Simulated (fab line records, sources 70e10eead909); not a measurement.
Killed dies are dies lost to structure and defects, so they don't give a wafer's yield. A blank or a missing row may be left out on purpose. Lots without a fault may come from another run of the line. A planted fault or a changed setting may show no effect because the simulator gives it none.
Which tool did it? | flow nand_harc | 12 lots, 36 wafers sampled, at 6 steps of a route of 1159

WHAT THE GAUGES READ, wafer by wafer
NHARC_A_M1_CD_MEAS_09: target cd 120 nm. Usual: cd_nm 119.6 nm, standard deviation 0.69.
lot  | measured     | on        | cd_nm (nm)        | flag
L736 | day 18 01:22 | cd_sem-01 | 119.9 120.5 119.8 |
L735 | day 18 02:56 | cd_sem-03 | 119.6 119.8 119.4 |
L732 | day 18 03:55 | cd_sem-01 | 119.9 119.8 120.0 |
L734 | day 18 09:14 | cd_sem-01 | 119.0 118.7 118.3 |
L743 | day 20 04:58 | cd_sem-01 | 129.8 129.7 130.2 | OFF
L742 | day 20 06:15 | cd_sem-02 | 130.6 130.0 130.9 | OFF
L747 | day 21 02:52 | cd_sem-01 | 118.9 118.8 119.6 |
L749 | day 22 03:43 | cd_sem-02 | 119.3 119.8 119.3 |
L751 | day 22 08:56 | cd_sem-02 | 120.1 120.6 119.7 |
L754 | day 22 22:34 | cd_sem-01 | 120.4 119.6 119.6 |
L752 | day 23 04:23 | cd_sem-02 | 120.1 119.4 120.4 |
L755 | day 24 02:07 | cd_sem-02 | 119.6 119.6 119.8 |

NHARC_END_SORT_01. Usual: defect_limited_yield 95.2 %, standard deviation 1.6; killed_at_array 29, standard deviation 11; killed_at_other 0.6, standard deviation 0.75; killed_at_periphery 3.1, standard deviation 2.1; killed_dies 32, standard deviation 11; killed_open 3.0, standard deviation 1.8; killed_short 1.8, standard deviation 1.3; sort_bin_2_pct 1.5 %, standard deviation 0.7; sort_bin_3_pct 0.26 %, standard deviation 0.22; sort_bin_4_pct 3.0 %, standard deviation 1; sort_n_pass 645, standard deviation 11; sort_rim_yield_pct 94.9 %, standard deviation 3; sort_yield_pct 95.2 %, standard deviation 1.6.
lot  | measured     | on        | defect_limited_yield (%) | killed_at_array | killed_at_other | killed_at_periphery | killed_dies | killed_open | killed_short | sort_bin_2_pct (%) | sort_bin_3_pct (%) | sort_bin_4_pct (%) | sort_n_pass | sort_rim_yield_pct (%) | sort_yield_pct (%) | flag
L743 | day 21 18:31 | prober-01 | 95.6 95.9                | 30 27           | 0 1             | 0 0                 | 30 28       | 1 0         | 1 1          | 0.9 1.3            | 0.59 0.30          | 3.0 2.5            | 647 649     | 94.3 95.3              | 95.6 95.9          |

WHICH TOOL RAN EACH LOT (tool, then ch and the chambers of the sampled wafers, then the start)
lot  | NHARC_A_BLC_DEGAS_30         | NHARC_A_M0_PRE_CLEAN_29                 | NHARC_A_M1_PEB_07                 | NHARC_A_M1_ETCH_28
L736 | pvd_sputter-03, day 17 18:56 | pvd_sputter-03, day 18 01:17 or earlier | litho_track-04 ch 0, day 18 01:17 | rie_diel-05 ch 0,2, no start
L735 | pvd_sputter-03, day 17 20:16 | pvd_sputter-03, day 18 02:52 or earlier | litho_track-01 ch 0, day 18 02:52 | rie_diel-09 ch 0,2,3, no start
L732 | pvd_sputter-02, day 17 21:02 | pvd_sputter-03, day 18 03:49 or earlier | litho_track-04 ch 0, day 18 03:49 | rie_diel-05 ch 0,1,3, no start
L734 | pvd_sputter-01, day 18 02:58 | pvd_sputter-01, day 18 09:10 or earlier | litho_track-01 ch 0, day 18 09:10 | rie_diel-07 ch 1,3, no start
L743 | pvd_sputter-02, day 19 22:25 | pvd_sputter-02, day 20 04:53 or earlier | litho_track-01 ch 0, day 20 04:53 | rie_diel-05 ch 0,3, day 21 18:31 or earlier
L742 | pvd_sputter-03, day 19 23:48 | pvd_sputter-03, day 20 06:10 or earlier | litho_track-01 ch 0, day 20 06:10 | rie_diel-09 ch 1,2,3, no start
L747 | pvd_sputter-02, day 20 19:28 | pvd_sputter-03, day 21 02:47 or earlier | litho_track-06 ch 0, day 21 02:47 | rie_diel-09 ch 0,3, no start
L749 | pvd_sputter-03, day 21 15:46 | pvd_sputter-02, day 22 03:38 or earlier | litho_track-04 ch 0, day 22 03:38 | rie_diel-05 ch 0,1,2, no start
L751 | pvd_sputter-02, day 22 02:20 | pvd_sputter-01, day 22 08:52 or earlier | litho_track-04 ch 0, day 22 08:52 | rie_diel-05 ch 0,2, no start
L754 | pvd_sputter-02, day 22 13:42 | pvd_sputter-02, day 22 22:29 or earlier | litho_track-06 ch 0, day 22 22:29 | rie_diel-09 ch 0,1,2, no start
L752 | pvd_sputter-02, day 22 19:07 | pvd_sputter-02, day 23 04:19 or earlier | litho_track-06 ch 0, day 23 04:19 | rie_diel-05 ch 0,1,2, no start
L755 | pvd_sputter-03, day 23 18:53 | pvd_sputter-01, day 24 02:02 or earlier | litho_track-06 ch 0, day 24 02:02 | rie_diel-09 ch 0,2, day 24 03:10
- NHARC_A_BLC_DEGAS_30: time 60 s.
- NHARC_A_M0_PRE_CLEAN_29: time 30 s.
- NHARC_A_M1_PEB_07: peb time 65 s.
- NHARC_A_M1_ETCH_28: etches the open film in CF4/N2, target depth 30 nm, time 72.99 s.

WHAT THE TOOLS THEMSELVES READ (means of the sampled wafers that have a number; where no wafer has one, the mark that the record gives instead)
NHARC_A_BLC_DEGAS_30. Usual: heater_power_w 450 W, standard deviation 39.
lot  | tool           | heater_power_w (W) | flag
L736 | pvd_sputter-03 | 409                |
L735 | pvd_sputter-03 | 408                |
L732 | pvd_sputter-02 | 467                |
L734 | pvd_sputter-01 | 484                |
L743 | pvd_sputter-02 | 442                |
L742 | pvd_sputter-03 | 413                |
L747 | pvd_sputter-02 | 441                |
L749 | pvd_sputter-03 | 429                |
L751 | pvd_sputter-02 | 448                |
L754 | pvd_sputter-02 | 446                |
L752 | pvd_sputter-02 | 450                |
L755 | pvd_sputter-03 | 453                |

NHARC_A_M0_PRE_CLEAN_29. Usual: heater_power_w 394 W, standard deviation 35.
lot  | tool           | heater_power_w (W) | flag
L736 | pvd_sputter-03 | 365                |
L735 | pvd_sputter-03 | 366                |
L732 | pvd_sputter-03 | 362                |
L734 | pvd_sputter-01 | 427                |
L743 | pvd_sputter-02 | 408                |
L742 | pvd_sputter-03 | 363                |
L747 | pvd_sputter-03 | 380                |
L749 | pvd_sputter-02 | 412                |
L751 | pvd_sputter-01 | 422                |
L754 | pvd_sputter-02 | 380                |
L752 | pvd_sputter-02 | 391                |
L755 | pvd_sputter-01 | 409                |

NHARC_A_M1_PEB_07. Usual: heater_power_total_W 156.5 W, standard deviation 0.42; plate_temp_C 100.03 C, standard deviation 0.12.
lot  | tool           | heater_power_total_W (W) | plate_temp_C (C) | flag
L736 | litho_track-04 | 156.5                    | 100.04           |
L735 | litho_track-01 | 156.4                    | 100.06           |
L732 | litho_track-04 | 156.8                    | 100.26           |
L734 | litho_track-01 | 156.7                    | 100.12           |
L743 | litho_track-01 | 164.0                    | 103.53           | OFF
L742 | litho_track-01 | 164.1                    | 103.55           | OFF
L747 | litho_track-06 | 156.1                    | 99.92            |
L749 | litho_track-04 | 156.5                    | 100.04           |
L751 | litho_track-04 | 156.5                    | 100.11           |
L754 | litho_track-06 | 156.7                    | 100.07           |
L752 | litho_track-06 | 156.5                    | 100.00           |
L755 | litho_track-06 | 156.7                    | 100.01           |

NHARC_A_M1_ETCH_28. Usual: drypump_motor_current_A 5.7 A, standard deviation 0.48; oes_product_au 1.000 a.u., standard deviation 0.0097; rf_vpp_V 314.1 V, standard deviation 1.7; showerhead_plenum_p_Torr 2.63 Torr, standard deviation 0.091; throttle_valve_pct 19.793 %, standard deviation 0.0092.
lot  | tool        | drypump_motor_current_A (A) | oes_product_au (a.u.) | rf_vpp_V (V) | showerhead_plenum_p_Torr (Torr) | throttle_valve_pct (%) | flag
L736 | rie_diel-05 | 6.0                         | 0.995                 | 312.8        | 2.57                            | 19.796                 |
L735 | rie_diel-09 | 5.5                         | 0.998                 | 313.7        | 2.63                            | 19.792                 |
L732 | rie_diel-05 | 6.0                         | 1.003                 | 314.6        | 2.61                            | 19.789                 |
L734 | rie_diel-07 | 5.3                         | 1.009                 | 312.6        | 2.55                            | 19.787                 |
L743 | rie_diel-05 | 5.8                         | 1.004                 | 312.9        | 2.55                            | 19.797                 |
L742 | rie_diel-09 | 5.6                         | 0.996                 | 314.8        | 2.68                            | 19.786                 |
L747 | rie_diel-09 | 5.7                         | 1.009                 | 311.9        | 2.54                            | 19.786                 |
L749 | rie_diel-05 | 6.3                         | 0.996                 | 313.4        | 2.62                            | 19.806                 |
L751 | rie_diel-05 | 6.2                         | 0.991                 | 312.6        | 2.59                            | 19.789                 |
L754 | rie_diel-09 | 5.4                         | 0.998                 | 315.2        | 2.69                            | 19.788                 |
L752 | rie_diel-05 | 6.3                         | 0.994                 | 314.6        | 2.62                            | 19.791                 |
L755 | rie_diel-09 | 5.3                         | 0.999                 | 315.9        | 2.73                            | 19.795                 |

THE ANSWER, worked out from the rows above alone
Rule: a lot is off if the mean of its wafers that have a number lies more than 3 standard deviations from the usual mean. A lot without any number at a reading at which 4 lots or more have one is off too. The other lots that the step has rows for count as sound. The gauges are gone through in route order, then the tools' own readings, and for those a lot's mean is taken as printed above. The first step at which some lot is off is used, and at that step the reading that is off furthest; a lot without a number counts as furthest.
Off: L743, L742, at NHARC_A_M1_CD_MEAS_09 (cd_nm).
A tool fits if, at a process step before that reading, it ran every lot that is off, and no sound lot after the first of them. The gauges at NHARC_A_M1_CD_MEAS_09 aren't tried: what is off there is off at NHARC_A_M1_PEB_07 too, on other tools, and a gauge's error can't cause that. NHARC_A_M0_PRE_CLEAN_29 gives no start for some lots, so the hours and the order of its lots are those of NHARC_A_M1_PEB_07. One fits: litho_track-01 at NHARC_A_M1_PEB_07. Its last sound lot is L734 (day 18 09:10), its first lot that is off L743 (day 20 04:53): a fault that began between those two fits.
The tool's own readings at NHARC_A_M1_PEB_07 bear it out: on the lots that are off they differ by more than 5 times the standard deviation of the sound lots' means. heater_power_total_W reads 164.1 W there against 156.5 W on the sound lots; plate_temp_C reads 103.54 C there against 100.06 C on the sound lots.

WHAT THE SIMULATOR HAD PUT IN
Process parameter drift: litho_track-01, from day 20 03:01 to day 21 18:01, at NHARC_A_M1_PEB_07. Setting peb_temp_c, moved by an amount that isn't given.
Lots struck among those shown: L743, L742. The rule above found the same.
